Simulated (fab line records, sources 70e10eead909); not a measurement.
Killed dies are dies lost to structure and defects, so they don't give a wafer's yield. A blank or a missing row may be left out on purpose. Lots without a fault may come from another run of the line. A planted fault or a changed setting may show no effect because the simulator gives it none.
fab line records | flow nand_harc
record lots=5 wafers=15 last_day=22
route steps=1159 shown P_STI@107 P_GATE@110
lots that met no fault: from a run of the same line without faults
start_h: hours from the record's first day to the start of the lot's first wafer shown | wait_h: hours since the lot's step before | " the same as in the row above | L1.1+2: a row that stands for several wafers | - no value, or no start given | * or withheld: withheld | < > ~ a bound
route shown NAME@n: a module of which the file shows steps, and the number in the route of the first | usual: mean/standard deviation of fault-free wafers | same: alike in all rows | chamber/n: place in a boat | sites: the reading at each site | _std_site: their standard deviation | _edge_site: outer sites' mean less inner sites' | radius_mm: how far each site lies from the wafer's centre | mask NAME#n: copy n | behind: the tool/chamber that last shaped the wafer | hold: why the lot was held/for how many hours/how that ended | device: the transistor (n, p or np) that didn't switch | end of line: the same wafers' tests at the end of the route | a step without rows: its recipe alone | killed: dies lost to structure and defects at the first sort, not the wafer's yield | map: a wafer's dies, x killed, . not, _ none there
set.NAME: the setting as run; set.NAME@STEP: as run at that earlier step | model.NAME: the simulator's own value behind a step, which no gauge read
lots at some steps of the route; a table a step, a row a wafer
services: from which hour (start_h, from the record's first day; less than 0 if before it) a tool's chamber was out of use, for how many hours, and why
## steps
# step NHARC_P_STI_SRD_39
# step NHARC_P_STI_OXIDE_40
# recipe target_thk_a=100 temp_c=900 ox_time_s=1362 material=SiO2
# step NHARC_P_STI_INSPECT_25
# usual raw_defect_count=218/80
# columns lot.wafer tool chamber start_h wait_h raw_defect_count
L686.1 defect_inspect-02 - 78.75 0.4 225
L686.4 " - " " 365
L686.6 " - " " 222
L691.2 defect_inspect-02 - 107.63 0.4 156
L691.4 " - " " 144
L691.6 " - " " 187
L694.4 defect_inspect-02 - 121.55 0.4 201
L694.5 " - " " 230
L694.6 " - " " 223
L700.1 defect_inspect-01 - 161.34 0.4 250
L700.2 " - " " 325
L700.5 " - " " 250
L704.4 defect_inspect-01 - 187.57 0.4 242
L704.5 " - " " 161
L704.6 " - " " 206
# step NHARC_P_GATE_ETCH_69
# recipe target_depth_a=140 chemistry=dHF material=SiO2
# step NHARC_P_GATE_PRECLEAN_70
# recipe time_s=* temp_c=50 bath_age_min=0 chemistry=SC1
# step NHARC_P_GATE_SRD_01
# step NHARC_P_GATE_OXIDE_02
# recipe target_thk_a=375 temp_c=950 p_h2o_torr=720 ox_time_s=365 material=SiO2
# step NHARC_P_GATE_DEHYDRATE_03
# recipe temp_c=150 time_s=120
# step NHARC_P_GATE_HMDS_04
# recipe time_s=30
# step NHARC_P_GATE_COAT_05
# recipe spin_rpm=4690
# step NHARC_P_GATE_SOFTBAKE_06
# recipe temp_c=122 time_s=95
# step NHARC_P_GATE_EBR_07
# step NHARC_P_GATE_EXPOSE_08
# recipe na=0.6 dose_mj=16.75 mask_id=P_HV
# usual reticle_temp_C=22.97/0.11
# columns lot.wafer tool chamber start_h wait_h mask reticle_temp_C
L686.1 krf_scanner-03 0 89.42 - P_HV#0 22.80
L686.4 " 0 " " P_HV#0 22.91
L686.6 " 0 " " P_HV#0 22.90
L691.2 krf_scanner-02 0 115.61 - P_HV#0 22.96
L691.4 " 0 " " P_HV#0 22.81
L691.6 " 0 " " P_HV#0 22.81
L694.4 krf_scanner-02 0 129.77 - P_HV#0 23.20
L694.5 " 0 " " P_HV#0 23.15
L694.6 " 0 " " P_HV#0 22.95
L700.1 krf_scanner-02 0 169.21 - P_NSD#0 22.94
L700.2 " 0 " " P_NSD#0 22.88
L700.5 " 0 " " P_NSD#0 23.11
L704.4 krf_scanner-02 0 195.59 - P_HV#0 22.85
L704.5 " 0 " " P_HV#0 23.13
L704.6 " 0 " " P_HV#0 22.90
# step NHARC_P_GATE_PEB_09
# recipe peb_temp_c=118 peb_time_s=85
# step NHARC_P_GATE_DEVELOP_10
# recipe time_s=70
# step NHARC_P_GATE_CD_MEAS_11
# recipe target_cd_nm=1640 landing_energy_ev=500
# usual cd_nm=1639.9/1.6
# columns lot.wafer tool chamber start_h wait_h cd_nm
L686.1 cd_sem-01 0 89.57 - 1640.4
L686.4 " 0 " " 1640.7
L686.6 " 0 " " 1640.3
L691.2 cd_sem-01 0 115.76 - 1638.8
L691.4 " 0 " " 1640.2
L691.6 " 0 " " 1640.3
L694.4 cd_sem-03 0 129.91 - 1640.1
L694.5 " 0 " " 1640.2
L694.6 " 0 " " 1639.5
L700.1 cd_sem-03 0 169.37 - -
L700.2 " 0 " " -
L700.5 " 0 " " -
L704.4 cd_sem-01 0 195.74 - 1641.0
L704.5 " 0 " " 1640.2
L704.6 " 0 " " 1637.7
# step NHARC_P_GATE_HARDBAKE_12
# recipe temp_c=125 time_s=80
## services
# columns tool chamber start_h hours kind
krf_scanner-02 - 127.78 0.4 repair
krf_scanner-03 - 131.76 2.0 repair
krf_scanner-02 - 132.20 0.5 repair
krf_scanner-03 - 168.00 4.0 pm
krf_scanner-02 0 178.90 - calibration
krf_scanner-03 - 182.77 2.1 repair
## key
first_sign step=NHARC_P_GATE_EXPOSE_08 reading=mask direction=changed
effect step=NHARC_P_GATE_CD_MEAS_11 reading=cd_nm direction=missing
met_at NHARC_P_GATE_EXPOSE_08
struck_wafers L700.1,L700.2,L700.5
later_rows_left_out L700.1,L700.2,L700.5
sort_left_out L700.1,L700.2,L700.5
tester_left_out L700
onset_between 129.77 169.21
fault kind=wrong_mask tool=any chamber=- onset_h=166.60 steps=NHARC_P_GATE_EXPOSE_08 aux_copy=P_NSD#0 scope=struck_lots_only
# tester_left_out: of these lots the tester's yield and bins aren't shown, on N5 and GAA mostly nor the transistor test; their killed dies are dies lost to structure and defects alone, not to doping, threshold or leakage, so they don't give the yield
# sort_left_out: the simulated sort isn't trusted on such a fault, so these wafers' sort isn't shown, and their yield isn't known
# later_rows_left_out: the simulator's readings of these wafers behind a module that went badly wrong aren't trusted and aren't shown, but for the sort
